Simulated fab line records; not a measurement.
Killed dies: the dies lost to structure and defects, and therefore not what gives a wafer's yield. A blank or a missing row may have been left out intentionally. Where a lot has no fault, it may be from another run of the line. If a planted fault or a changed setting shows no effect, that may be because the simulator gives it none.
A struck lot beside a sound one / flow n5_finfet / 16 out of 1938 route steps
Sound: these wafers, L852.1, L852.2, L852.4. Wafers struck: L859.1, L859.3, L859.5. At the end, the cause is stated.
Per side, at each step with rows, come the tool, then ch with its chambers, and then its first start. Under that, the readings that differ: sound wafers / struck wafers / difference of the means / sigmas: that difference in standard deviations of wafers without a fault.
alike: readings whose means differ by less than 2 such deviations, and words and numbers that are the same on both sides. not compared: withheld readings, readings that some wafer has no value for, bounds like >300 that may hide the same value, and numbers for which the record gives no deviation and whose values overlap.
The two part at a step that has a row with sigmas, a row that says differs or no value, or rows on one side only. Numbers that don't overlap but have no deviation are shown without sigmas and don't part them. A reading that every wafer of one side lacks parts them only if that side has two wafers or more.

first, 1 step without rows for these wafers: N5_BEOL_M3_STRIP_36 (strips in N2/H2).
N5_BEOL_M3_TRENCH_ETCH_37: etches SiOC in C4F6/O2, target depth 55.555 nm, time 29.2 s.
  sound: rie_diel-03 ch 1,2,3; struck: rie_diel-06 ch 0,2
  alike: O2_flow_sccm, bias_w, drypump_motor_current_A, oes_product_au, rf_vpp_V, showerhead_plenum_p_Torr, throttle_valve_pct
  not compared: rf_hours_counter_h
N5_BEOL_M3_ETCH_41: etches SiCN in CH3F/O2, target depth 29.9 nm, time 52.5 s.
  sound: rie_diel-03 ch 1,2,3; struck: rie_diel-06 ch 0,2
  alike: O2_flow_sccm, bias_w, drypump_motor_current_A, oes_product_au, rf_vpp_V, showerhead_plenum_p_Torr, throttle_valve_pct
  not compared: rf_hours_counter_h
N5_BEOL_M3_STRIP_97: strips in N2/H2, time 10 s.
  sound: rie_diel-03 ch 1,2,3; struck: rie_diel-06 ch 0,2
  alike: drypump_motor_current_A, oes_product_au, rf_vpp_V, showerhead_plenum_p_Torr, throttle_valve_pct
  not compared: rf_hours_counter_h
N5_BEOL_M3_OCD_MEAS_38:
  sound: ocd-02 at day 7 05:01; struck: ocd-01 at day 8 18:45
  alike: trench_depth_nm
then, 4 steps without rows for these wafers: N5_BEOL_M3_HM_STRIP_39 (strips TiN in peroxide tin strip, target depth 25 nm, time 158 s); N5_BEOL_M3_SRD_40 (time 30 s); N5_BEOL_M3_PRECLEAN_42 (cleans in residue remover, time 60 s); N5_BEOL_M3_SRD_43 (time 30 s).
N5_BEOL_M3_CD_MEAS_35: target cd 18 nm, target cd y 21 nm.
  sound: cd_sem-03 at day 7 05:10; struck: cd_sem-01 at day 8 18:55
  alike: cd_nm
then, 1 step without rows for these wafers: N5_BEOL_M3_DEGAS_44 (time 60 s).
N5_BEOL_M3_PRE_CLEAN_45: time 30 s.
  sound: pvd_sputter-01 at day 7 05:35; struck: pvd_sputter-01 at day 8 19:08
  alike: heater_power_w
N5_BEOL_M3_ALD_84: deposits TaN, pulse time 2 s, purge time 3 s, co reactant purge time 2 s.
  sound on ald_metal-03 ch 1,2, day 7 05:38; struck on ald_metal-02 ch 0,2, day 8 19:12
  no value came back on the struck wafers for any of 5 readings (ald_cycles, chamber_pressure_Torr (Torr) and others); on the sound wafers ald_cycles reads 30 30 30
N5_BEOL_M3_SURFACE_TREAT_85:
  sound: pvd_sputter-01 at day 7 05:52; struck: pvd_sputter-01 at day 8 19:35
  alike: ar_flow_sccm
  not compared: pressure_mtorr, throttle_valve_pct
N5_BEOL_M4_RC_MEAS_101:
  the record has rows for the sound wafers here (prober-02 ch 0, day 7 17:07) and none for the struck ones
-- a jump in the record: the struck wafers' starts before and after are 5 days apart (it breaks off in module BEOL_M4 and resumes in module PASSIVATION, where the first step shown is number 1936 of the route) --
N5_PASSIVATION_PROBE_49:
  sound: prober-02 at day 11 22:41; struck: prober-02 at day 13 15:38
reading=defect_limited_yield (%); sound=93.7 93.3 93.9; struck=0 0 0; difference=-94; sigmas=-59
reading=killed_at_M0_to_M3; sound=25 26 22; struck=1100 1095 1122; difference=+1081; sigmas=+98
reading=killed_dies; sound=74 79 72; struck=1180 1180 1180; difference=+1105; sigmas=+58
reading=killed_on_rim; sound=10 14 11; struck=152 152 152; difference=+140; sigmas=+33
reading=killed_open; sound=44 50 44; struck=77 83 64; difference=+29; sigmas=+2
reading=sort_bin_4_leakage (%); sound=0 0 0; struck=90.42 90.34 92.54; difference=+91.10; sigmas=+99 or more
reading=sort_bin_6_memory (%); sound=1.9 1.9 2.0; struck=3.9 4.2 2.3; difference=+1.5; sigmas=+2
reading=sort_n_pass; sound=1106 1101 1108; struck=0 0 0; difference=-1105; sigmas=-58
reading=sort_yield_pct (%); sound=93.7 93.3 93.9; struck=0 0 0; difference=-94; sigmas=-59
  alike: killed_at_M4_up, killed_at_contacts, killed_at_front_end, killed_at_other, killed_short, sort_bin_5_function

== WHERE THEY PART ==
At N5_BEOL_M3_ALD_84 first; at N5_PASSIVATION_PROBE_49 last (within this record only).

WHY: the cause the simulator had injected
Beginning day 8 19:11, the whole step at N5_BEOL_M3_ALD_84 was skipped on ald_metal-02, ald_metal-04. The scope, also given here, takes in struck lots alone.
